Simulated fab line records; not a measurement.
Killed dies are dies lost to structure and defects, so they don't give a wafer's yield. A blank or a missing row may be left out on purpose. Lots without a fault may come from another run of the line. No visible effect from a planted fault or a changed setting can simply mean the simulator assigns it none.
Matching of chambers + flow nand_harc + 3 sister chambers for NHARC_A_M0_DEP_32 on pecvd-04
The step deposits SiCN, target thk 30 nm. 14 wafers are shown with their chamber, then 7 later ones without.

## WAFERS PAIRED WITH THEIR CHAMBERS
| wafer  | chamber | heater_power_w (W) | rf_fwd_power_W (W) | heater_power_outer_w (W) |
|--------|---------|--------------------|--------------------|--------------------------|
| L909.2 | 2       | 560                | 449.8              | 347                      |
| L909.3 | 0       | 537                | 449.4              | 272                      |
| L909.6 | 1       | 606                | 449.6              | 339                      |
| L911.1 | 0       | 575                | 448.7              | 314                      |
| L911.4 | 2       | 483                | 446.6              | 300                      |
| L911.6 | 1       | 589                | 449.1              | 309                      |
| L915.1 | 0       | 643                | 447.5              | 371                      |
| L915.3 | 1       | 617                | 448.9              | 355                      |
| L915.6 | 2       | 573                | 447.7              | 364                      |
| L913.1 | 2       | 504                | 449.0              | 303                      |
| L913.2 | 0       | 547                | 447.6              | 299                      |
| L913.3 | 1       | 553                | 448.0              | 283                      |
| L916.1 | 2       | 555                | 447.3              | 354                      |
| L916.4 | 1       | 648                | 449.2              | 371                      |

SIGNATURES, as means of the wafers listed above
| reading              | chamber 0 | chamber 1 | chamber 2 | scatter within a chamber |
|----------------------|-----------|-----------|-----------|--------------------------|
| heater_power_w       | 575.50    | 602.60    | 535.00    | 40.4                     |
| rf_fwd_power_W       | 448.300   | 448.960   | 448.080   | 0.984                    |
| heater_power_outer_w | 314.00    | 331.40    | 333.60    | 35.5                     |
Rule: distance of a wafer from a chamber = root of the sum over the readings of ((wafer's reading minus chamber's mean) / reading's scatter) squared. If the next closest chamber is less than 2 further off than the closest, the wafer can't be placed; otherwise it belongs to the closest. How the scatter is found: for the shown wafers, subtract from each reading the mean of its chamber, square and add these, divide the total by (wafers less chambers), then take the root.

## WAFERS WITH NO CHAMBER GIVEN
| wafer  | heater_power_w (W) | rf_fwd_power_W (W) | heater_power_outer_w (W) |
|--------|--------------------|--------------------|--------------------------|
| L916.6 | 558                | 447.4              | 358                      |
| L919.3 | 653                | 451.3              | 367                      |
| L919.5 | 569                | 448.0              | 319                      |
| L919.6 | 642                | 449.1              | 375                      |
| L925.1 | 548                | 448.0              | 345                      |
| L925.2 | 635                | 449.6              | 354                      |
| L925.3 | 631                | 449.2              | 359                      |

## CHAMBER TAKEN BY EACH
| wafer  | from the rows above          | in truth |
|--------|------------------------------|----------|
| L916.6 | can't be placed: 2 or 0 or 1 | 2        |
| L919.3 | can't be placed: 1 or 0 or 2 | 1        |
| L919.5 | can't be placed: 0 or 2 or 1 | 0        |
| L919.6 | can't be placed: 1 or 0 or 2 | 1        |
| L925.1 | can't be placed: 2 or 0 or 1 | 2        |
| L925.2 | can't be placed: 1 or 0 or 2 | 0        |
| L925.3 | can't be placed: 1 or 0 or 2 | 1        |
Placed correctly: 0 of 7. Can't be placed from these rows: 7 (the true chamber is among the candidates in 7). Placed wrongly: 0.
